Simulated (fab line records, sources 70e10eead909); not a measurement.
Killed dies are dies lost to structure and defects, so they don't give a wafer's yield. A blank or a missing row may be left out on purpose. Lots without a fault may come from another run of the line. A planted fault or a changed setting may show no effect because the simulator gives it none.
A struck lot beside a sound one | flow nand_harc | 14 steps out of a route of 1302
Sound: wafers L581.2, L581.3, L581.6. Struck: wafer L588.2. (L588.5, L588.6 of the same lot were not struck and are left out.) The cause comes at the end.
At each step with rows: each side's tool, then ch and its chambers, then its first start. Under that, the readings that differ: sound wafers | struck wafers | difference of the means | sigmas: that difference in standard deviations of wafers without a fault.
alike: readings whose means differ by less than 2 such deviations, and words and numbers that are the same on both sides. not compared: withheld readings, readings that some wafer has no value for, bounds like >300 that may hide the same value, and numbers for which the record gives no deviation and whose values overlap.
The two part at a step that has a row with sigmas, a row that says differs or no value, or rows on one side only. Numbers that don't overlap but have no deviation are shown without sigmas and don't part them. A reading that every wafer of one side lacks parts them only if that side has two wafers or more.

NHARC_A_CHANNEL_FILL_D2_ALD_16: deposits SiO2, target thk 1.5 nm, pulse time 10 s, ald cycles 15.
  sound on ald_hk-02 ch 1,3, day 14 11:08; struck on ald_hk-02 ch 3, day 17 11:08
  alike: heater_power_w, precursor_pulse_height_rel
then, 2 steps without rows for these wafers: NHARC_A_CHANNEL_FILL_D2_ANNEAL_17 (time 1800 s); NHARC_A_CHANNEL_FILL_D2_CVD_18 (deposits poly-Si, target thk 3 nm).
NHARC_A_CHANNEL_FILL_D2_ETCHBACK_19: etches the open film in HBr/Cl2, target depth 5 nm, time 1.7 s.
  sound on rie_si-02 ch 0,2, day 14 22:23; struck on rie_si-04 ch 3, day 17 22:55
  reading                | sound                | struck | difference | sigmas
  throttle_valve_pct (%) | 26.411 26.420 26.398 | 26.391 | -0.019     | -2
  alike: drypump_motor_current_A, oes_product_au
  not compared: rf_hours_counter_h
NHARC_A_CHANNEL_FILL_D2_ETCHBACK_20: etches the open film in C4F8/O2/Ar, target depth 27 nm, time 13.5 s.
  sound on rie_diel-12 ch 0,3, day 14 22:31; struck on rie_diel-08 ch 1, day 17 23:02
  alike: oes_product_au, rf_vpp_V, run_length_s
  not compared: rf_hours_counter_h
NHARC_A_CHANNEL_FILL_D2_STRIP_28: strips in O2, time 20 s.
  sound on rie_diel-12 ch 1,2,3, day 14 22:35; struck on rie_diel-08 ch 0, day 17 23:08
  alike: drypump_motor_current_A, mfc_ar_sccm, oes_product_au, rf_vpp_V, showerhead_plenum_p_Torr, throttle_valve_pct
  not compared: rf_hours_counter_h
then, 4 steps without rows for these wafers: NHARC_A_CHANNEL_FILL_D2_PRECLEAN_21 (cleans in dHF, time 30 s); NHARC_A_CHANNEL_FILL_D2_SRD_23; NHARC_A_CHANNEL_FILL_D2_CVD_05 (deposits poly-Si, target thk 5 nm); NHARC_A_CHANNEL_FILL_D2_ANNEAL_22 (time 7200 s).
NHARC_A_CHANNEL_FILL_D2_ALD_25: deposits SiOx, target thk 60 nm, pulse time 10 s, ald cycles 600.
  sound on ald_hk-01 ch 2,3, day 15 11:19; struck on ald_hk-02 ch 3, day 18 13:53
  alike: heater_power_w, precursor_pulse_height_rel
NHARC_A_CHANNEL_FILL_D2_ETCHBACK_08: etches the open film in C4F8, target depth 220 nm, time 110 s.
  sound on rie_diel-11 ch 0,1, day 15 16:55; struck on rie_diel-11 ch 3, day 18 18:49
  reading          | sound             | struck | difference | sigmas
  run_length_s (s) | 130.7 132.0 130.9 | 149.8  | +18.6      | +58
  alike: oes_product_au, rf_vpp_V
  not compared: rf_hours_counter_h
then, 2 steps without rows for these wafers: NHARC_A_CHANNEL_FILL_D2_STRIP_29 (strips in O2, time 20 s); NHARC_END_SORT_01.

WHERE THEY PART
First at NHARC_A_CHANNEL_FILL_D2_ETCHBACK_19; last, within this record, at NHARC_A_CHANNEL_FILL_D2_ETCHBACK_08.

WHY: what the simulator had put in
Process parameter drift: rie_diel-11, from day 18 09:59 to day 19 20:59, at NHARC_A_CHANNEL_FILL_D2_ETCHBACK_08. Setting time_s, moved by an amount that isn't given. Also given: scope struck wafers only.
